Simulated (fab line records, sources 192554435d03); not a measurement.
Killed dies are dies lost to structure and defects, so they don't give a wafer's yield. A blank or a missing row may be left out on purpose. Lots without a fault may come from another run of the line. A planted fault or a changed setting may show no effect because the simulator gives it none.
Chamber matching | flow n5_finfet | N5_GATE_CUT_ETCH_28 on rie_diel-04: 4 sister chambers
The step etches underlayer in N2/H2, target depth 13 nm, time 10.4 s. 14 wafers are shown with their chamber, then 7 later ones without.

WAFERS WITH THEIR CHAMBER
wafer  | chamber | showerhead_plenum_p_Torr (Torr) | throttle_valve_pct (%) | drypump_motor_current_A (A)
L075.1 | 0       | 2.70                            | 17.0                   | 5.3
L075.3 | 2       | 2.44                            | 17.8                   | 6.7
L075.5 | 2       | 2.44                            | 17.8                   | 6.7
L078.4 | 2       | 2.44                            | 17.8                   | 6.7
L078.5 | 3       | 2.46                            | 17.4                   | 5.1
L078.6 | 2       | 2.44                            | 17.8                   | 6.7
L079.4 | 1       | 2.69                            | 17.8                   | 6.1
L079.5 | 3       | 2.46                            | 17.4                   | 5.1
L079.6 | 0       | 2.69                            | 17.0                   | 5.3
L083.2 | 2       | 2.44                            | 17.8                   | 6.6
L083.4 | 0       | 2.69                            | 17.0                   | 5.3
L083.6 | 2       | 2.44                            | 17.8                   | 6.6
L084.1 | 0       | 2.69                            | 17.0                   | 5.3
L084.2 | 1       | 2.69                            | 17.9                   | 6.2

SIGNATURES (means of the wafers above)
reading                  | chamber 0 | chamber 1 | chamber 2 | chamber 3 | scatter within a chamber
showerhead_plenum_p_Torr | 2.6925    | 2.6900    | 2.4400    | 2.4600    | 0.00274
throttle_valve_pct       | 17.000    | 17.850    | 17.800    | 17.400    | 0.0224
drypump_motor_current_A  | 5.300     | 6.150     | 6.667     | 5.100     | 0.0428
Rule: a wafer's distance from a chamber is the root of the sum, over the readings, of the square of ((its reading less the chamber's mean) divided by the reading's scatter). The wafer belongs to the nearest chamber; if the next one is less than 2 further off, it can't be placed. The scatter: the root of (the sum of the squares of (reading less its chamber's mean) over the shown wafers, divided by (wafers less chambers)).

WAFERS WITHOUT THEIR CHAMBER
wafer  | showerhead_plenum_p_Torr (Torr) | throttle_valve_pct (%) | drypump_motor_current_A (A)
L084.3 | 2.46                            | 17.4                   | 5.1
L085.3 | 2.44                            | 17.9                   | 6.7
L085.4 | 2.69                            | 17.0                   | 5.3
L085.6 | 2.46                            | 17.4                   | 5.1
L096.2 | 2.43                            | 17.9                   | 6.6
L096.3 | 2.68                            | 17.1                   | 5.3
L096.5 | 2.68                            | 17.1                   | 5.3

WHICH CHAMBER EACH WENT THROUGH
wafer  | from the rows above | in truth
L084.3 | 3                   | 3
L085.3 | 2                   | 2
L085.4 | 0                   | 0
L085.6 | 3                   | 3
L096.2 | 2                   | 2
L096.3 | 0                   | 0
L096.5 | 0                   | 0
Placed correctly: 7 of 7. Can't be placed from these rows: 0. Placed wrongly: 0.
